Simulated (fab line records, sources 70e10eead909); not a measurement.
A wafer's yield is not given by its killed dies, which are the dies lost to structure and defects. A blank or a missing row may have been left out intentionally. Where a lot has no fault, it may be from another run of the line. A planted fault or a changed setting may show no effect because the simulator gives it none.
Problem report, 8D (eight disciplines) form, completed by code	flow nand harc	the parts of the form that need people (team, actions taken, sign-off) are left out

## 1. WHAT IS WRONG
Wafers with no fault read 496.5 s with a standard deviation of 0.47, whereas run length s at NHARC_A_CONTACT_ETCH_49 reads a mean of 418.3 s on 1 wafer of 1 lot. So: -99 or more standard deviations from the usual mean.
The step: etches the open film in N2/H2, target depth 260 nm, time 475.3 s.
First observed at day 19 06:37: wafer L678.2, on rie diel-02. At this step, 33 wafers from 11 lots have a number in the record. The rule behind "out" and "out of limits": a value lying over 4 standard deviations away from the usual mean. The rest of the wafers with a number are treated as sound.

## 2. WHAT IT IS; WHAT IT IS NOT
question	is	is not
which readings at this step	run length s	chamber pressure mTorr, drypump motor current A, oes product au, rf vpp V, showerhead plenum p Torr, throttle valve pct
which lots	L678	L666, L667, L668, L669, L672, L673, L685, L686, L687, L689
which wafers of those lots	L678.2	L678.1, L678.3
read on which tools	rie diel-02	rie diel-03
when	from day 19 06:37	up to then (20 sound wafers); but 12 sound wafers of L685, L686, L687, L689 came after

## 3. THE SUSPECTS, EACH WITH WHAT RULES IT OUT
Counting: if a tool at a process step up to the reading ran every lot that is out, it stays a suspect. Sound lots after the first of them don't rule it out here, since some wafers of a struck lot are sound.
- rie diel-02 at NHARC_A_CONTACT_DESCUM_47 (chemistry O2, time 3 s): kept. It ran the lot that is out, L678 (day 19 06:17); its last sound lot up to then is L673 (day 17 22:33).
- rie diel-02 at NHARC_A_CONTACT_ETCH_48 (etches the open film in CF4, target depth 39 nm, time 65 s): kept. It ran the lot that is out, L678 (day 19 06:31); its last sound lot up to then is L673 (day 17 22:39).
- rie diel-02 at NHARC_A_CONTACT_ETCH_49 (etches the open film in N2/H2, target depth 260 nm, time 475.3 s): kept. It ran the lot that is out, L678 (day 19 06:37); its last sound lot up to then is L673 (day 17 22:43). Its own readings are out on those wafers: run length s.
- Within rie diel-02 at NHARC_A_CONTACT_DESCUM_47: the wafers that are out ran in chamber 0; their sound lot-mates ran in chambers 2, 3.
- Within rie diel-02 at NHARC_A_CONTACT_ETCH_48: the wafers that are out ran in chamber 0; their sound lot-mates ran in chambers 2, 3.
- Within rie diel-02 at NHARC_A_CONTACT_ETCH_49: the wafers that are out ran in chamber 0; their sound lot-mates ran in chambers 2, 3.
After the count, these remain: rie diel-02 at NHARC_A_CONTACT_DESCUM_47, rie diel-02 at NHARC_A_CONTACT_ETCH_48 and rie diel-02 at NHARC_A_CONTACT_ETCH_49.

## 4. THE CAUSE (what the simulator had put in)
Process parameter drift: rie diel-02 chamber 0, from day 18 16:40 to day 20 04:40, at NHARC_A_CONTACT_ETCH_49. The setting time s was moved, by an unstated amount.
Counting left 3 suspects, and this tool is among them.

## 5. THE EFFECT CHAIN, in route order
One row per reading whose mean, taken over the struck wafers that have a number, lies over 3 standard deviations from the usual. Only readings whose record carries a usual standard deviation are examined. hours: median over the lots of the time between each lot's start at the first step of this table that gives one and its start at this step. sigmas: the change, counted in usual standard deviations.
hours	step	reading	usual	on struck wafers	change	sigmas
0	NHARC_A_CONTACT_ETCH_49	run length s	496.5 s	418.3	-78.2	-99 or more
The process steps in it:
- NHARC_A_CONTACT_ETCH_49: etches the open film in N2/H2, target depth 260 nm, time 475.3 s.

## 6. HOW IT WOULD HAVE BEEN CAUGHT EARLIER
In this record no reading fell out of limits until day 19 06:37, 14 hours after the fault had begun at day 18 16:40.
